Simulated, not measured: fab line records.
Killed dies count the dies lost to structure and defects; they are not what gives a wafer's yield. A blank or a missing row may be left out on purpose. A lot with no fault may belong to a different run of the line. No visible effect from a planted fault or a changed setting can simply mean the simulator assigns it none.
Which tool was responsible?	flow nand harc	12 lots with 36 wafers sampled at 4 steps, on a route of 1302 steps

WHAT THE GAUGES READ, wafer by wafer
NHARC_P_ZERO_WELL_CD_MEAS_24 targets a cd of 720 nm. Usual: cd nm 720.2 nm, standard deviation 2.8.
lot	measured	on	cd nm (nm)	flag
L666	day 1 22:28	cd sem-01	716.6 718.2 716.7	
L667	day 2 08:28	cd sem-02	724.8 720.9 720.3	
L668	day 2 18:29	cd sem-02	726.5 724.5 724.0	
L670	day 3 14:28	cd sem-03	719.7 717.9 717.8	
L671	day 4 00:35	cd sem-03	718.2 715.0 718.1	
L672	day 4 10:28	cd sem-02	724.4 715.2 720.4	
L674	day 5 06:30	cd sem-03	719.4 716.4 717.3	
L675	day 5 16:42	cd sem-02	718.6 722.1 718.6	
L676	day 6 02:20	cd sem-02	677.1 672.0 675.5	OFF
L686	day 10 07:33	cd sem-01	720.7 717.9 719.5	
L688	day 11 02:38	cd sem-02	722.0 721.8 723.1	
L689	day 11 12:28	cd sem-03	714.4 715.7 715.0	

NHARC_P_ZERO_WELL_CD_MEAS_37 targets a cd of 720 nm. Usual: cd nm 718.8 nm, standard deviation 2.7.
lot	measured	on	cd nm (nm)	flag
L666	day 2 00:07	cd sem-02	717.1 718.6 717.9	
L667	day 2 10:06	cd sem-01	719.0 719.8 718.1	
L668	day 2 20:07	cd sem-03	715.8 717.6 717.0	
L670	day 3 16:02	cd sem-02	716.4 723.3 725.3	
L671	day 4 02:10	cd sem-03	719.0 718.9 721.9	
L672	day 4 11:59	cd sem-01	719.2 718.6 721.7	
L674	day 5 08:02	cd sem-01	712.5 714.8 714.1	
L675	day 5 18:13	cd sem-03	722.8 718.6 720.6	
L676	day 6 03:53	cd sem-01	719.0 715.0 714.2	
L686	day 10 09:09	cd sem-02	718.9 723.1 715.0	
L688	day 11 04:11	cd sem-03	717.9 719.5 718.6	
L689	day 11 14:06	cd sem-03	720.7 722.3 719.2	

EACH LOT AND THE TOOL THAT RAN IT (in order: tool; ch and the chambers of the sampled wafers; start)
lot	NHARC_P_ZERO_WELL_EXPOSE_21	NHARC_P_ZERO_WELL_DESCUM_26
L666	krf scanner-02 ch 0, day 1 22:19	rie diel-02 ch 0,1,2, day 1 22:40
L667	krf scanner-01 ch 0, day 2 08:18	rie diel-02 ch 0,2, day 2 08:38
L668	krf scanner-02 ch 0, day 2 18:19	rie diel-09 ch 0,1,2, day 2 18:38
L670	krf scanner-01 ch 0, day 3 14:19	rie diel-09 ch 0,1,2, day 3 14:38
L671	krf scanner-01 ch 0, day 4 00:25	rie diel-02 ch 1,2,3, day 4 00:46
L672	krf scanner-01 ch 0, day 4 10:19	rie diel-09 ch 1,2,3, day 4 10:38
L674	krf scanner-02 ch 0, day 5 06:21	rie diel-02 ch 0,1,3, day 5 06:42
L675	krf scanner-01 ch 0, day 5 16:33	rie diel-12 ch 0,1,3, day 5 16:53
L676	krf scanner-01 ch 0, day 6 02:11	rie diel-09 ch 0,2,3, day 6 02:33
L686	krf scanner-01 ch 0, day 10 07:23	rie diel-09 ch 0,3, day 10 07:48
L688	krf scanner-01 ch 0, day 11 02:29	rie diel-09 ch 2,3, day 11 02:49
L689	krf scanner-01 ch 0, day 11 12:19	rie diel-12 ch 1,2, day 11 12:38
- NHARC_P_ZERO_WELL_EXPOSE_21: exposes mask P NWELL, target cd 720 nm.
- NHARC_P_ZERO_WELL_DESCUM_26: chemistry O2, time 3 s.

AS READ BY THE TOOLS THEMSELVES (means over the sampled wafers that have a number; for cases with no such wafer, the mark the record gives instead)
NHARC_P_ZERO_WELL_DESCUM_26. Usual: drypump motor current A 5.7 A, standard deviation 0.35; oes product au 1.003 a.u., standard deviation 0.011; rf vpp V 57.7 V, standard deviation 0.85; showerhead plenum p Torr 1.91 Torr, standard deviation 0.073; throttle valve pct 11.311 %, standard deviation 0.008.
lot	tool	drypump motor current A (A)	oes product au (a.u.)	rf vpp V (V)	showerhead plenum p Torr (Torr)	throttle valve pct (%)	flag
L666	rie diel-02	5.9	1.002	57.6	1.92	11.311	
L667	rie diel-02	5.8	0.984	58.1	1.87	11.313	
L668	rie diel-09	5.7	0.995	58.2	1.99	11.307	
L670	rie diel-09	5.7	0.992	58.5	1.98	11.304	
L671	rie diel-02	5.7	1.010	57.2	1.88	11.304	
L672	rie diel-09	5.9	0.998	57.6	1.95	11.315	
L674	rie diel-02	5.8	1.011	58.8	1.91	11.314	
L675	rie diel-12	5.4	1.009	57.3	1.93	11.300	
L676	rie diel-09	5.6	1.004	57.7	1.93	11.320	
L686	rie diel-09	5.5	1.011	56.7	1.88	11.305	
L688	rie diel-09	5.8	1.006	57.3	1.89	11.314	
L689	rie diel-12	5.7	0.983	57.4	1.81	11.311	

THE ANSWER, worked out from the rows above alone
Rule: lot off if the mean of its wafers having a number is beyond 3 standard deviations from the usual mean. A lot without any number at a reading at which 4 lots or more have one is off too. Any other lot the step has rows for is counted as sound. The gauges are gone through in route order, then the tools' own readings, and for those a lot's mean is taken as printed above. At the first step where some lot is off, the reading lying furthest off is the one used; lots without a number count as furthest.
Off: L676 (NHARC_P_ZERO_WELL_CD_MEAS_24, cd nm).
If a tool, at a process step before that reading, ran all the lots that are off and no sound lot after the first of them, it fits. Those tools and the gauges at NHARC_P_ZERO_WELL_CD_MEAS_24 are tried in the same way. Not one of the candidates tried fits.

WHAT THE SIMULATOR HAD INSERTED
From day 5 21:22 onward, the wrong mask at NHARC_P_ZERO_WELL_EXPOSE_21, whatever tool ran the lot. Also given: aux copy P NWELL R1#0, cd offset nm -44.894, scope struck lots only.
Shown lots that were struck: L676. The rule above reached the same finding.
